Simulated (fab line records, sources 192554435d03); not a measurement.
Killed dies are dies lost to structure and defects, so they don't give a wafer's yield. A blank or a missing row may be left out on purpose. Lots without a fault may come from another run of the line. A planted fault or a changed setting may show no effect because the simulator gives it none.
Split-lot experiment | flow n5_finfet | 7 lots, 21 wafers read, on a route of 1938 steps

THE SPLIT
At N5_BEOL_M9_COAT_60 (time 60 s, resist thk 30 nm), the setting spin_rpm was moved away from the recipe's 1500 rpm on 5 of the 21 wafers read, by -7.9% to +7.7%. The other wafers ran this setting at the recipe's value.

FROM THE SPLIT TO THE READING: what the file shows between them, 4 steps
- N5_BEOL_M9_COAT_05: resist thk 90 nm
- N5_BEOL_M9_EBR_07
- N5_BEOL_M9_DESCUM_16: chemistry O2, time 7.9 s
- N5_BEOL_M9_ETCH_61: etches SiARC in CF4, target depth 39 nm, time 65 s

THE READING
SiARC_of_BEOL_M9_COAT_60.thk_nm (the simulator's own value, which no gauge read), in nm, at N5_BEOL_M9_ETCH_62 (etches SOC in N2/H2, target depth 110 nm, overetch 22 nm, time 165 s). The file gives no usual value for it. The 16 wafers here that ran the recipe average 23.7 nm, standard deviation 0.25 nm.

wafer  | tool, chamber at the split | spin_rpm as run, rpm | against the recipe | SiARC_of_BEOL_M9_COAT_60.thk_nm, nm | against lot-mates on the recipe
L076.2 | litho_track-01, 0          | 1500                 | recipe             | 24                                  | -
L076.4 | litho_track-01, 0          | 1500                 | recipe             | 24.4                                | -
L076.6 | litho_track-01, 0          | 1500                 | recipe             | 23.6                                | -
L075.2 | litho_track-04, 0          | 1396                 | -6.9%              | 24.6                                | +0.9
L075.5 | litho_track-04, 0          | 1500                 | recipe             | 23.8                                | -
L075.6 | litho_track-04, 0          | 1500                 | recipe             | 23.6                                | -
L084.3 | litho_track-01, 0          | 1500                 | recipe             | 23.4                                | -
L084.4 | litho_track-01, 0          | 1545                 | +3.0%              | 23                                  | -0.5
L084.5 | litho_track-01, 0          | 1500                 | recipe             | 23.6                                | -
L088.3 | litho_track-01, 0          | 1500                 | recipe             | 23.4                                | -
L088.4 | litho_track-01, 0          | 1500                 | recipe             | 23.6                                | -
L088.5 | litho_track-01, 0          | 1565                 | +4.3%              | 23                                  | -0.5
L091.3 | litho_track-05, 0          | 1381                 | -7.9%              | 25                                  | +1.1
L091.5 | litho_track-05, 0          | 1500                 | recipe             | 24                                  | -
L091.6 | litho_track-05, 0          | 1500                 | recipe             | 23.8                                | -
L093.2 | litho_track-01, 0          | 1500                 | recipe             | 23.4                                | -
L093.3 | litho_track-01, 0          | 1500                 | recipe             | 23.6                                | -
L093.4 | litho_track-01, 0          | 1616                 | +7.7%              | 22.4                                | -1.1
L095.2 | litho_track-05, 0          | 1500                 | recipe             | 23.6                                | -
L095.3 | litho_track-05, 0          | 1500                 | recipe             | 23.6                                | -
L095.5 | litho_track-05, 0          | 1500                 | recipe             | 23.6                                | -

THE FIT
A straight line over all 21 wafers: SiARC_of_BEOL_M9_COAT_60.thk_nm changes by -0.16 nm for each +1% of spin_rpm; r = -0.91; the points scatter about the line by 0.24 nm.
The same after taking each lot's own level away (the mean of its wafers on the recipe; 21 wafers): -0.137 nm for each +1%; r = -0.95; scatter 0.15 nm.
On that fit, the largest move of spin_rpm shifts the reading by 1.1 nm.
The lots' own levels span 23.50 to 24.00 nm, that is 2.0 times the standard deviation above.
So the lot-to-lot level changes the slope: the two fits differ.
Check: with one of the wafers moved furthest among these (-7.9%) left out of the fit, the line predicts +1.07 nm for it against its lot-mates. It came out at +1.1 nm against them.

THE WHOLE CHAIN: every reading that the file lists as answering this split, in the file's order
step               | what it does                                                         | reading                                                                            | change (the file's fit)               | r (the file's)
N5_BEOL_M9_COAT_60 | time 60 s, resist thk 30 nm                                          | SiARC_of_BEOL_M9_COAT_60.thk_nm (the simulator's own value, which no gauge read)   | -0.154 nm for each +1% of the setting | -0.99
N5_BEOL_M9_ETCH_61 | etches SiARC in CF4, target depth 39 nm, time 65 s                   | etch.depth_nm (the simulator's own value, which no gauge read)                     | -0.153 nm for each +1% of the setting | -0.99
N5_BEOL_M9_ETCH_61 | etches SiARC in CF4, target depth 39 nm, time 65 s                   | CAR-ArF_of_BEOL_M9_COAT_05.thk_nm (the simulator's own value, which no gauge read) | +0.168 nm for each +1% of the setting | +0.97
N5_BEOL_M9_ETCH_62 | etches SOC in N2/H2, target depth 110 nm, overetch 22 nm, time 165 s | SiARC_of_BEOL_M9_COAT_60.thk_nm (the simulator's own value, which no gauge read)   | -0.137 nm for each +1% of the setting | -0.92

THE FILE'S OWN FIT
SiARC_of_BEOL_M9_COAT_60.thk_nm changes by -0.137 nm for each +1% of spin_rpm, r = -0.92.
